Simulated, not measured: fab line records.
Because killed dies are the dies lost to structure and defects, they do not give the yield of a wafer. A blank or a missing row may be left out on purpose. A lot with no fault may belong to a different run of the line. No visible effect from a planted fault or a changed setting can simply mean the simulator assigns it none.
The tool behind it: which one? | flow n5-finfet | 27 wafers from 9 lots sampled at 6 of the route's 1938 steps

WHAT THE GAUGES SHOWED, per wafer
N5_STI_FIN_REVEAL_INSPECT_13: inspects for defects (darkfield). Usual: raw-defect-count at 11, with a standard deviation of 4.8.
lot  | measured    | on                | raw-defect-count | flag
L249 | day 2 19:38 | defect-inspect-02 | 9 3 8            |
L254 | day 4 01:21 | defect-inspect-01 | 10 6 13          |
L255 | day 4 08:23 | defect-inspect-01 | 5 8 5            |
L261 | day 5 19:44 | defect-inspect-01 | 672 661 657      | OFF
L262 | day 6 05:01 | defect-inspect-01 | 617 677 689      | OFF
L263 | day 6 09:58 | defect-inspect-01 | 11 11 10         |
L264 | day 6 15:22 | defect-inspect-01 | 9 12 4           |
L266 | day 7 03:18 | defect-inspect-02 | 18 11 11         |
L271 | day 8 07:01 | defect-inspect-01 | 7 13 13          |

N5_BEOL_M4_RC_MEAS_101. Usual: DIBL_N 36.0 mV/V, standard deviation 2; DIBL_P 36.2 mV/V, standard deviation 2.2; IOFF_N 0.16 nA/um, standard deviation 0.034; IOFF_P 0.21 nA/um, standard deviation 0.04; ION_N 675 uA/um, standard deviation 12; ION_P 463 uA/um, standard deviation 7.2; SS_N 71.6 mV/dec, standard deviation 0.6; SS_P 73.3 mV/dec, standard deviation 0.67; VT_N 250 mV, standard deviation 3; VT_P -251 mV, standard deviation 3.4.
lot  | measured     | on        | DIBL_N (mV/V)  | DIBL_P (mV/V)  | IOFF_N (nA/um) | IOFF_P (nA/um) | ION_N (uA/um) | ION_P (uA/um) | SS_N (mV/dec)  | SS_P (mV/dec)  | VT_N (mV)   | VT_P (mV)      | flag
L249 | day 8 10:36  | prober-01 | 38.6 37.0 36.2 | 39.1 37.7 36.8 | 0.22 0.19 0.18 | 0.26 0.24 0.22 | 692 684 683   | 468 467 464   | 71.6 71.2 71.8 | 73.7 73.8 73.9 | 248 246 245 | -250 -248 -250 |
L254 | day 10 01:47 | prober-02 | 35.0 35.8 33.0 | 36.6 36.6 33.8 | 0.15 0.16 0.13 | 0.19 0.18 0.15 | 669 675 671   | 457 455 454   | 71.6 72.2 70.9 | 72.8 73.2 72.9 | 250 249 252 | -255 -254 -257 |
L255 | day 10 01:41 | prober-01 | 38.6 36.6 37.7 | 39.9 37.6 38.0 | 0.24 0.20 0.22 | 0.29 0.25 0.26 | 697 680 693   | 474 462 470   | 72.4 71.6 72.3 | 74.3 73.6 73.6 | 242 245 245 | -245 -248 -248 |
L261 | day 11 09:48 | prober-01 | 37.6 35.4 39.6 | 38.4 36.5 41.7 | 0.19 0.17 0.26 | 0.25 0.22 0.33 | 678 679 688   | 467 470 481   | 71.1 71.9 72.7 | 73.8 73.1 74.7 | 250 249 242 | -248 -248 -241 |
L262 | day 12 04:51 | prober-02 | 34.6 37.4 34.8 | 34.6 38.7 35.9 | 0.13 0.17 0.13 | 0.19 0.25 0.21 | 669 674 665   | 464 462 458   | 71.6 72.4 72.0 | 72.6 74.2 73.4 | 253 249 253 | -252 -248 -250 |
L263 | day 12 04:16 | prober-01 | 35.6 39.0 35.0 | 35.2 39.3 34.8 | 0.16 0.24 0.16 | 0.23 0.31 0.22 | 679 697 673   | 463 477 461   | 71.4 72.2 71.5 | 73.3 74.0 73.1 | 251 246 249 | -246 -245 -247 |
L264 | day 12 05:36 | prober-01 | 37.9 37.9 36.9 | 38.1 37.8 36.9 | 0.19 0.19 0.17 | 0.26 0.26 0.23 | 691 697 681   | 474 472 464   | 72.3 72.0 71.6 | 73.6 73.1 73.2 | 248 245 248 | -245 -245 -249 |
L266 | day 14 00:33 | prober-01 | 33.4 39.1 38.7 | 32.6 40.0 39.9 | 0.12 0.22 0.21 | 0.18 0.32 0.30 | 668 695 685   | 465 480 468   | 70.8 72.0 72.5 | 72.4 74.7 74.8 | 254 245 247 | -252 -243 -247 |
L271 | day 14 05:08 | prober-01 | 34.0 35.2 35.9 | 33.6 34.5 34.8 | 0.12 0.14 0.15 | 0.18 0.19 0.19 | 669 666 673   | 459 456 456   | 71.1 71.7 71.7 | 73.0 73.5 72.7 | 253 252 250 | -252 -254 -253 |

WHICH TOOL RAN EACH LOT (tool, then ch and the chambers of the sampled wafers, then the start)
lot  | N5_STI_FIN_REVEAL_CMP_04     | N5_STI_FIN_REVEAL_ETCHBACK_08     | N5_STI_FIN_REVEAL_PRECLEAN_17      | N5_STI_FIN_REVEAL_ETCH_34
L249 | cmp-03 ch 2,3, day 2 15:58   | rie-diel-04 ch 1,3, day 2 16:35   | remote-plasma-01 ch 1, day 2 18:44 | rie-si-06 ch 2,3, day 2 18:56
L254 | cmp-01 ch 0,1,2, day 3 21:16 | rie-diel-01 ch 0,1,3, day 3 21:46 | remote-plasma-02 ch 1, day 4 00:27 | rie-si-04 ch 0,1,3, day 4 00:39
L255 | cmp-01 ch 1,2, day 4 04:38   | rie-diel-02 ch 0,1,3, day 4 05:20 | remote-plasma-02 ch 1, day 4 07:29 | rie-si-04 ch 0,3, day 4 07:41
L261 | cmp-01 ch 0,1, day 5 15:59   | rie-diel-01 ch 0,3, day 5 16:40   | remote-plasma-02 ch 0, day 5 18:49 | rie-si-04 ch 2,3, day 5 19:02
L262 | cmp-03 ch 0,1, day 5 23:40   | rie-diel-02 ch 0,1, day 6 00:23   | remote-plasma-02 ch 0, day 6 04:07 | rie-si-06 ch 0,1, day 6 04:19
L263 | cmp-03 ch 2,3, day 6 06:05   | rie-diel-04 ch 1,2, day 6 06:55   | remote-plasma-01 ch 0, day 6 09:07 | rie-si-05 ch 0,1,2, day 6 09:16
L264 | cmp-01 ch 1,3, day 6 11:47   | rie-diel-02 ch 1,2, day 6 12:19   | remote-plasma-01 ch 0, day 6 14:29 | rie-si-05 ch 1,2, day 6 14:40
L266 | cmp-01 ch 0,2,3, day 6 23:36 | rie-diel-01 ch 0,1, day 7 00:15   | remote-plasma-01 ch 0, day 7 02:24 | rie-si-06 ch 0,2, day 7 02:36
L271 | cmp-01 ch 0,2,3, day 8 03:26 | rie-diel-04 ch 1,3, day 8 03:56   | remote-plasma-01 ch 0, day 8 06:07 | rie-si-05 ch 0,1,2, day 8 06:18
- N5_STI_FIN_REVEAL_CMP_04: polishes, stops on Si3N4, t overpolish 4 s, target thk 131.83 nm.
- N5_STI_FIN_REVEAL_ETCHBACK_08: etches SiO2 in C4F6/O2, target depth 30.5 nm, time 10.167 s.
- N5_STI_FIN_REVEAL_PRECLEAN_17: cleans in NF3:NH3, afs cycles 1, time 20 s, sublimation time 60 s.
- N5_STI_FIN_REVEAL_ETCH_34: etches Si in H2, material Si, target depth 0.97 nm.

WHAT THE TOOLS THEMSELVES READ (means of the sampled wafers that have a number; where no wafer has one, the mark that the record gives instead)
N5_STI_FIN_REVEAL_CMP_04. Usual: motor-current-A 8.2 A, standard deviation 0.86; overpolish-run-s 4.000 s, standard deviation 0.0087; time-to-endpoint-s 105 s, standard deviation 4.7.
lot  | tool   | motor-current-A (A) | overpolish-run-s (s) | time-to-endpoint-s (s) | flag
L249 | cmp-03 | 8.0                 | 4.003                | 101                    |
L254 | cmp-01 | 8.0                 | 4.015                | 103                    |
L255 | cmp-01 | 8.0                 | 4.007                | 99                     |
L261 | cmp-01 | 9.2                 | 3.996                | 105                    |
L262 | cmp-03 | 9.0                 | 3.999                | 114                    |
L263 | cmp-03 | 7.9                 | 3.999                | 99                     |
L264 | cmp-01 | 8.7                 | 4.002                | 104                    |
L266 | cmp-01 | 7.8                 | 4.008                | 105                    |
L271 | cmp-01 | 8.1                 | 4.004                | 107                    |

N5_STI_FIN_REVEAL_ETCHBACK_08. Usual: bias-w 185.1 W, standard deviation 0.61; drypump-motor-current-A 5.7 A, standard deviation 0.43; oes-product-au 0.82 a.u., standard deviation 0.072; rf-vpp-V 666 V, standard deviation 14; showerhead-plenum-p-Torr 2.84 Torr, standard deviation 0.087; throttle-valve-pct 21.14 %, standard deviation 0.17.
lot  | tool        | bias-w (W) | drypump-motor-current-A (A) | oes-product-au (a.u.) | rf-vpp-V (V) | showerhead-plenum-p-Torr (Torr) | throttle-valve-pct (%) | flag
L249 | rie-diel-04 | 185.6      | 5.5                         | 0.88                  | 671          | 2.88                            | 21.17                  |
L254 | rie-diel-01 | 185.3      | 5.8                         | 0.81                  | 662          | 2.76                            | 21.18                  |
L255 | rie-diel-02 | 185.0      | 5.8                         | 0.78                  | 669          | 2.87                            | 21.11                  |
L261 | rie-diel-01 | 185.2      | 6.2                         | 0.83                  | 670          | 2.78                            | 21.12                  |
L262 | rie-diel-02 | 185.0      | 5.5                         | 0.74                  | 662          | 2.82                            | 21.26                  |
L263 | rie-diel-04 | 185.7      | 4.9                         | 0.88                  | 669          | 2.84                            | 20.94                  |
L264 | rie-diel-02 | 185.6      | 5.8                         | 0.86                  | 645          | 2.78                            | 21.31                  |
L266 | rie-diel-01 | 184.4      | 5.4                         | 0.75                  | 654          | 2.72                            | 21.30                  |
L271 | rie-diel-04 | 185.2      | 5.4                         | 0.79                  | 663          | 2.79                            | 21.18                  |

N5_STI_FIN_REVEAL_PRECLEAN_17. Usual: pressure-torr at 3.000 Torr, with a standard deviation of 0.0063.
lot  | tool             | pressure-torr (Torr) | flag
L249 | remote-plasma-01 | 3.008                |
L254 | remote-plasma-02 | 3.002                |
L255 | remote-plasma-02 | 2.992                |
L261 | remote-plasma-02 | 2.994                |
L262 | remote-plasma-02 | 3.000                |
L263 | remote-plasma-01 | 3.000                |
L264 | remote-plasma-01 | 2.997                |
L266 | remote-plasma-01 | 2.997                |
L271 | remote-plasma-01 | 2.999                |

N5_STI_FIN_REVEAL_ETCH_34. Usual: drypump-motor-current-A 5.7 A, standard deviation 0.48; oes-product-au 1.001 a.u., standard deviation 0.018; throttle-valve-pct 25.4 %, standard deviation 0.5.
lot  | tool      | drypump-motor-current-A (A) | oes-product-au (a.u.) | throttle-valve-pct (%) | flag
L249 | rie-si-06 | 5.7                         | 1.013                 | 25.8                   |
L254 | rie-si-04 | 5.7                         | 0.995                 | 25.5                   |
L255 | rie-si-04 | 5.6                         | 0.983                 | 25.5                   |
L261 | rie-si-04 | 5.4                         | 1.000                 | 24.8                   |
L262 | rie-si-06 | 5.6                         | 0.999                 | 25.5                   |
L263 | rie-si-05 | 5.8                         | 1.000                 | 25.2                   |
L264 | rie-si-05 | 5.5                         | 1.014                 | 24.8                   |
L266 | rie-si-06 | 5.6                         | 1.011                 | 26.1                   |
L271 | rie-si-05 | 5.8                         | 1.000                 | 25.2                   |

THE ANSWER, worked out from the rows above alone
Rule: a lot is off if the mean of its wafers that have a number lies more than 3 standard deviations from the usual mean. Also off: a lot with no number at a reading for which 4 or more lots have one. The other lots that the step has rows for count as sound. The gauges are gone through in route order, then the tools' own readings, and for those a lot's mean is taken as printed above. The first step at which some lot is off is used, and at that step the reading that is off furthest; a lot without a number counts as furthest.
Off: L261, L262, at N5_STI_FIN_REVEAL_INSPECT_13 (raw-defect-count).
If a tool, at a process step before that reading, ran all the lots that are off and no sound lot after the first of them, it fits. Gauges at N5_STI_FIN_REVEAL_INSPECT_13: tried the same way as those tools. One fits: remote-plasma-02 at N5_STI_FIN_REVEAL_PRECLEAN_17. A fault onset in the window from L255 (day 4 07:29, its last sound lot) to L261 (day 5 18:49, its first lot off) fits.

WHAT WAS PUT IN BY THE SIMULATOR
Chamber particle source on remote-plasma-02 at N5_STI_FIN_REVEAL_PRECLEAN_17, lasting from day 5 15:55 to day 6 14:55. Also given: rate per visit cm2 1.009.
Struck lots among those shown: L261, L262. The same result came from the rule above.
